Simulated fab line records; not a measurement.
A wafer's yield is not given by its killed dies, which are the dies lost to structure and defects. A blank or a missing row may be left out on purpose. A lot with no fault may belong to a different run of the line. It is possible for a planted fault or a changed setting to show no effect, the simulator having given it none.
Matching of chambers -- flow n5_finfet -- N5_WELL_APT_DESCUM_13 on rie_diel-02 has 4 sister chambers
The step chemistry O2, time 7.9 s. 22 wafers are shown with their chamber, then 11 later ones without.

== WAFERS WITH THEIR CHAMBER ==
wafer,chamber,showerhead_plenum_p_Torr (Torr),throttle_valve_pct (%),drypump_motor_current_A (A)
L076.1,3,2.14,20.67,5.5
L076.3,2,2.20,20.34,5.8
L076.5,3,2.14,20.67,5.5
L077.2,0,2.04,20.19,6.3
L077.3,2,2.20,20.36,5.9
L077.4,3,2.14,20.67,5.5
L080.1,2,2.20,20.37,5.9
L080.4,0,2.04,20.19,6.4
L080.5,2,2.20,20.38,5.9
L082.1,3,2.14,20.68,5.5
L082.2,0,2.03,20.21,6.3
L082.5,1,2.07,20.07,6.0
L084.2,3,2.14,20.69,5.5
L084.3,2,2.20,20.38,5.9
L084.5,2,2.20,20.38,5.9
L086.3,3,2.13,20.70,5.5
L086.5,1,2.07,20.06,6.0
L086.6,0,2.03,20.22,6.3
L089.3,0,2.03,20.23,6.3
L089.5,3,2.13,20.70,5.5
L089.6,2,2.19,20.39,5.9
L091.1,3,2.13,20.72,5.5

SIGNATURES, as means of the wafers listed above
reading,chamber 0,chamber 1,chamber 2,chamber 3,scatter within a chamber
showerhead_plenum_p_Torr,2.0340,2.0700,2.1986,2.1362,0.00467
throttle_valve_pct,20.2080,20.0650,20.3714,20.6875,0.0173
drypump_motor_current_A,6.320,6.000,5.886,5.500,0.0303
Rule: for each reading, subtract the chamber's mean from the wafer's reading, divide by that reading's scatter and square the result; add these up over the readings and take the root, which gives the wafer's distance from the chamber. If the next closest chamber is less than 2 further off than the closest, the wafer can't be placed; otherwise it belongs to the closest. The scatter is the square root of a quotient: the sum, over the shown wafers, of each reading's squared deviation from its chamber's mean, divided by wafers minus chambers.

== WAFERS WITHOUT THEIR CHAMBER ==
wafer,showerhead_plenum_p_Torr (Torr),throttle_valve_pct (%),drypump_motor_current_A (A)
L091.2,2.19,20.42,5.9
L091.4,2.06,20.10,6.0
L092.1,2.19,20.43,5.9
L092.2,2.03,20.24,6.3
L092.4,2.06,20.10,6.0
L093.1,2.19,20.43,5.9
L093.3,2.06,20.10,6.0
L093.5,2.03,20.24,6.3
L095.3,2.02,20.25,6.3
L095.4,2.02,20.24,6.3
L095.6,2.06,20.10,6.0

== EACH ONE'S CHAMBER ==
wafer,from the rows above,in truth
L091.2,2,2
L091.4,1,1
L092.1,2,2
L092.2,0,0
L092.4,1,1
L093.1,2,2
L093.3,1,1
L093.5,0,0
L095.3,0,0
L095.4,0,0
L095.6,1,1
Placed correctly: 11 of 11. Left unplaced by these rows: 0. Wrongly placed: 0.
